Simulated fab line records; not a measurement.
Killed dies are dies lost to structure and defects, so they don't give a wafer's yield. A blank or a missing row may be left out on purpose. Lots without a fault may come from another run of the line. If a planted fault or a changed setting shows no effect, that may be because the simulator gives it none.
Which tool was responsible? :: flow n5 finfet :: 9 lots, 24 wafers sampled, at 3 steps of a route of 1938

== WHAT EACH GAUGE READ, for each wafer ==
N5_HKMG_FIN_CD_MEAS_12: target cd 92.8 nm.
lot: L924
measured: day 4 20:04
on: cd sem-01
cd nm (nm): 93.5 93.1 93.6

lot: L927
measured: day 5 13:16
on: cd sem-02
cd nm (nm): 53.9 54.1

lot: L932
measured: day 7 00:38
on: cd sem-01
cd nm (nm): 53.1 93.5

lot: L933
measured: day 7 05:36
on: cd sem-02
cd nm (nm): 53.2 93.0

lot: L934
measured: day 7 11:11
on: cd sem-01
cd nm (nm): 92.8 92.3 93.2

lot: L939
measured: day 8 14:53
on: cd sem-03
cd nm (nm): 92.3 92.7 93.4

lot: L942
measured: day 9 09:51
on: cd sem-03
cd nm (nm): 92.8 94.0 93.3

lot: L943
measured: day 9 15:22
on: cd sem-02
cd nm (nm): 92.4 93.0 93.1

lot: L944
measured: day 9 20:57
on: cd sem-02
cd nm (nm): 94.2 93.8 93.3

== WHAT TOOL EACH LOT RAN ON (gives the tool, then ch and the chambers of the sampled wafers, and finally the start) ==
lot: L924
N5_HKMG_FIN_ETCH_54: rie diel-04 ch 0,1, day 4 16:56
N5_HKMG_FIN_PEB_10: litho track-03 ch 0, day 4 19:59

lot: L927
N5_HKMG_FIN_ETCH_54: rie diel-03 ch 0,1, day 5 10:01
N5_HKMG_FIN_PEB_10: litho track-03 ch 0, day 5 13:12

lot: L932
N5_HKMG_FIN_ETCH_54: rie diel-04 ch 0,1, day 6 21:12
N5_HKMG_FIN_PEB_10: litho track-03 ch 0, day 7 00:34

lot: L933
N5_HKMG_FIN_ETCH_54: rie diel-04 ch 1, day 7 02:28
N5_HKMG_FIN_PEB_10: litho track-03 ch 0, day 7 05:32

lot: L934
N5_HKMG_FIN_ETCH_54: rie diel-06 ch 2,3, day 7 07:53
N5_HKMG_FIN_PEB_10: litho track-04 ch 0, day 7 11:07

lot: L939
N5_HKMG_FIN_ETCH_54: rie diel-06 ch 1,2,3, day 8 11:31
N5_HKMG_FIN_PEB_10: litho track-04 ch 0, day 8 14:49

lot: L942
N5_HKMG_FIN_ETCH_54: rie diel-03 ch 1,2,3, day 9 06:25
N5_HKMG_FIN_PEB_10: litho track-05 ch 0, day 9 09:47

lot: L943
N5_HKMG_FIN_ETCH_54: rie diel-04 ch 1,2,3, day 9 12:13
N5_HKMG_FIN_PEB_10: litho track-05 ch 0, day 9 15:18

lot: L944
N5_HKMG_FIN_ETCH_54: rie diel-04 ch 1,2,3, day 9 17:50
N5_HKMG_FIN_PEB_10: litho track-03 ch 0, day 9 20:53
- N5_HKMG_FIN_ETCH_54: etches SiARC in CF4, target depth 45.5 nm, time 75.8 s.
- N5_HKMG_FIN_PEB_10: peb time 60 s.

== THE ANSWER, worked out from the rows above alone ==
Rule: what is usual is taken from the lots themselves. Put in order of their means at a reading, lots are off if they are a third of the lots or fewer, leave a main group of 4 or more, and stand apart from it by a gap of 3 or more times the standard deviation of the main group's means; of several such gaps the widest counts. A main group is skipped when, at the precision printed for the reading in the tables above, its means are all equal. A lot without any number at a reading at which 4 lots or more have one is off too. The other lots that the step has rows for count as sound.
Off: L927, L932, L933, at N5_HKMG_FIN_CD_MEAS_12 (cd nm). For the main group the mean is 93.2 nm and the standard deviation 0.38.
A tool fits if, at a process step before that reading, it ran every lot that is off, and no sound lot after the first of them. Those tools and the gauges at N5_HKMG_FIN_CD_MEAS_12 are tried in the same way. Of those tried, none fits.

== WHAT HAD BEEN PUT IN BY THE SIMULATOR ==
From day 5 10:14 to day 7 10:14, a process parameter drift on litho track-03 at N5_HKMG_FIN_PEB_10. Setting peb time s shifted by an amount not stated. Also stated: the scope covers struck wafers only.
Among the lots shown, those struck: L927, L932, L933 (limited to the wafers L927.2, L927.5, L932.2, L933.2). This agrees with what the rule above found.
